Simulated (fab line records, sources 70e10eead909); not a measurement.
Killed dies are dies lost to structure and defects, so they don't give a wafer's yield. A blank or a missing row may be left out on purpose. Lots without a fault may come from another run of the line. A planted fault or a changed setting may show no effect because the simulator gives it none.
A struck lot beside a sound one | flow nand_harc | 15 steps out of a route of 1302
Sound: wafers L646.4, L646.5, L646.6. Struck: wafers L666.1, L666.5, L666.6. The cause comes at the end.
At each step with rows: each side's tool, then ch and its chambers, then its first start. Under that, the readings that differ: sound wafers | struck wafers | difference of the means | sigmas: that difference in standard deviations of wafers without a fault.
alike: readings whose means differ by less than 2 such deviations, and words and numbers that are the same on both sides. not compared: withheld readings, readings that some wafer has no value for, bounds like >300 that may hide the same value, and numbers for which the record gives no deviation and whose values overlap.
The two part at a step that has a row with sigmas, a row that says differs or no value, or rows on one side only. Numbers that don't overlap but have no deviation are shown without sigmas and don't part them. A reading that every wafer of one side lacks parts them only if that side has two wafers or more.

first, 6 steps without rows for these wafers: NHARC_P_CONTACT_COAT_06 (resist thk 90 nm); NHARC_P_CONTACT_SOFTBAKE_07 (time 55 s); NHARC_P_CONTACT_EBR_08; NHARC_P_CONTACT_EXPOSE_09 (exposes mask P CA, target cd 90 nm); NHARC_P_CONTACT_PEB_10 (peb time 65 s); NHARC_P_CONTACT_DEVELOP_11 (develop time 35 s).
NHARC_P_CONTACT_CD_MEAS_12: target cd 90 nm.
  sound on cd_sem-03 ch 0, day 7 03:44; struck on cd_sem-03 ch 0, day 15 13:02
  alike: cd_nm
NHARC_P_CONTACT_OVL_MEAS_13:
  sound on overlay-01, day 7 03:49; struck on overlay-01, day 15 13:07
  alike: overlay_x_nm, overlay_y_nm
NHARC_P_CONTACT_INSPECT_14:
  sound on defect_inspect-01, day 7 03:52; struck on defect_inspect-02, day 15 13:09
  alike: raw_defect_count
NHARC_P_CONTACT_DESCUM_17: chemistry O2, time 3 s.
  sound on rie_diel-12 ch 2,3, day 7 03:55; struck on rie_diel-11 ch 0,2,3, day 15 13:14
  alike: drypump_motor_current_A, oes_product_au, rf_vpp_V, showerhead_plenum_p_Torr, throttle_valve_pct
  not compared: rf_hours_counter_h
NHARC_P_CONTACT_ETCH_35: etches the open film in CF4, target depth 39 nm, time 65 s.
  sound on rie_diel-12 ch 0,2,3, day 7 04:01; struck on rie_diel-11 ch 0,1,3, day 15 13:19
  alike: bias_w, cf4_flow_sccm, drypump_motor_current_A, oes_product_au, rf_vpp_V, showerhead_plenum_p_Torr, throttle_valve_pct
  not compared: rf_hours_counter_h
NHARC_P_CONTACT_ETCH_36: etches the open film in N2/H2, target depth 260 nm, time 406.25 s.
  sound on rie_diel-12 ch 2,3; struck on rie_diel-11 ch 0,2,3
  alike: bias_w, chamber_pressure_mTorr, drypump_motor_current_A, oes_product_au, rf_vpp_V, showerhead_plenum_p_Torr, throttle_valve_pct
  not compared: rf_hours_counter_h
NHARC_P_CONTACT_ETCH_18: etches the open film in C4F8/O2/Ar, target depth 481 nm, time 240.5 s.
  sound on rie_diel-12 ch 2,3, day 7 04:23; struck on rie_diel-11 ch 0,2,3, day 15 13:45
  no value came back on the struck wafers for bias_w (W), chamber_pressure_mTorr (mTorr), oes_product_au (a.u.), rf_vpp_V (V); on the sound wafers bias_w (W) reads 1504 1499 1499
  not compared: rf_hours_counter_h
then, 1 step without rows for these wafers: NHARC_P_CONTACT_STRIP_37 (strips in C4F8/O2/Ar).
-- the record jumps here: 20 days lie between the struck wafers' starts before and after (it left off in module P_CONTACT and takes up again in module END, whose first step shown is number 1302 of the route) --
NHARC_END_SORT_01:
  the record has rows for the struck wafers here (prober-02 ch 0, day 35 08:03) and none for the sound ones

WHERE THEY PART
First at NHARC_P_CONTACT_ETCH_18; last, within this record, at NHARC_END_SORT_01.

WHY: what the simulator had put in
Skipped step whole: rie_diel-11, from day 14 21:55 on, at NHARC_P_CONTACT_ETCH_18. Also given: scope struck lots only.
